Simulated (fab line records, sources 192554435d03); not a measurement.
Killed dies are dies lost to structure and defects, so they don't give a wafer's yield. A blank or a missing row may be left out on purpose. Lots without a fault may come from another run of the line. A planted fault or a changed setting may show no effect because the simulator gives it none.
Problem report in the 8D (eight disciplines) form, filled by code | flow n5_finfet | the parts of the form that need people (team, actions taken, sign-off) are left out

1. THE PROBLEM
killed_at_contacts at N5_PASSIVATION_PROBE_49 reads a mean of 114 on 6 wafers of 2 lots; wafers without a fault read 13 with a standard deviation of 5.9. That is +17 standard deviations from the usual mean.
First seen on wafer L787.1, day 17 11:51, on prober-01. The record holds 12 wafers of 4 lots with a number at this step. Rule for "out", or "out of limits": more than 4 standard deviations from the usual mean. The other wafers with a number count as sound.

2. WHAT IT IS AND WHAT IT IS NOT
question                    | is                                                                                                      | is not
which readings at this step | killed_at_contacts, defect_limited_yield, killed_dies, sort_bin_5_function, sort_n_pass, sort_yield_pct | killed_at_M0_to_M3, killed_at_M4_up, killed_at_front_end, killed_at_other, killed_short
which lots                  | L787, L791                                                                                              | L777, L779
which wafers of those lots  | all that have a number                                                                                  | -
read on which tools         | prober-01, prober-02                                                                                    | -
when                        | from day 17 11:51                                                                                       | up to then (6 sound wafers)

3. SUSPECTS, AND WHAT RULES EACH OUT
Counting: a tool at a process step up to the reading stays a suspect if it ran every lot that is out and no sound lot after the first of them.
- wet_bench-03 at N5_MOL_CONTACT_COAG_PRECLEAN_138 (cleans in alkaline clean, time 60 s): kept. It ran every lot that is out, first L787 (day 9 22:24), and no sound lot after that.
- rie_diel-02 at N5_PASSIVATION_STRIP_48 (strips in O2): kept. It ran every lot that is out, first L787 (day 17 09:22), and no sound lot after that; its last sound lot up to then is L777 (day 14 14:07).
Left after counting: wet_bench-03 at N5_MOL_CONTACT_COAG_PRECLEAN_138, rie_diel-02 at N5_PASSIVATION_STRIP_48.

4. THE CAUSE (what the simulator had put in)
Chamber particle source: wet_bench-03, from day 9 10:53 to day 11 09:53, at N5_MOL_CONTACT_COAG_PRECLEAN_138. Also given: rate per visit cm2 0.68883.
Counting left 2 suspects, and this tool is among them.

5. THE CHAIN OF EFFECTS, in route order
Each row: a reading whose mean over the struck wafers that have a number lies more than 3 standard deviations from the usual. Only readings for which the record gives a usual standard deviation are gone through. hours: the time from each lot's start at the first step in this table that gives one to its start at this step, as a median over the lots. sigmas: the change in usual standard deviations.
hours | step                    | reading              | usual  | on struck wafers | change | sigmas
0     | N5_PASSIVATION_PROBE_49 | defect_limited_yield | 91.4 % | 83.6             | -7.8   | -6.0
0     | N5_PASSIVATION_PROBE_49 | killed_at_contacts   | 13     | 114              | +100   | +17
0     | N5_PASSIVATION_PROBE_49 | killed_dies          | 101    | 194              | +93    | +6.2
0     | N5_PASSIVATION_PROBE_49 | sort_bin_5_function  | 5.0 %  | 10.7             | +5.7   | +7.0
0     | N5_PASSIVATION_PROBE_49 | sort_n_pass          | 1079   | 986              | -93    | -6.2
0     | N5_PASSIVATION_PROBE_49 | sort_yield_pct       | 91.4 % | 83.6             | -7.8   | -6.0
The process steps in it:
- N5_PASSIVATION_PROBE_49

6. WHAT WOULD HAVE CAUGHT IT SOONER
In this record the first reading out of limits was taken at day 17 11:51, 193 hours after the fault began at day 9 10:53.
All the lots that are out (2) had begun N5_MOL_CONTACT_COAG_PRECLEAN_138 on wet_bench-03 by day 17 11:51. A hold on the tool at that time would have spared none of them.
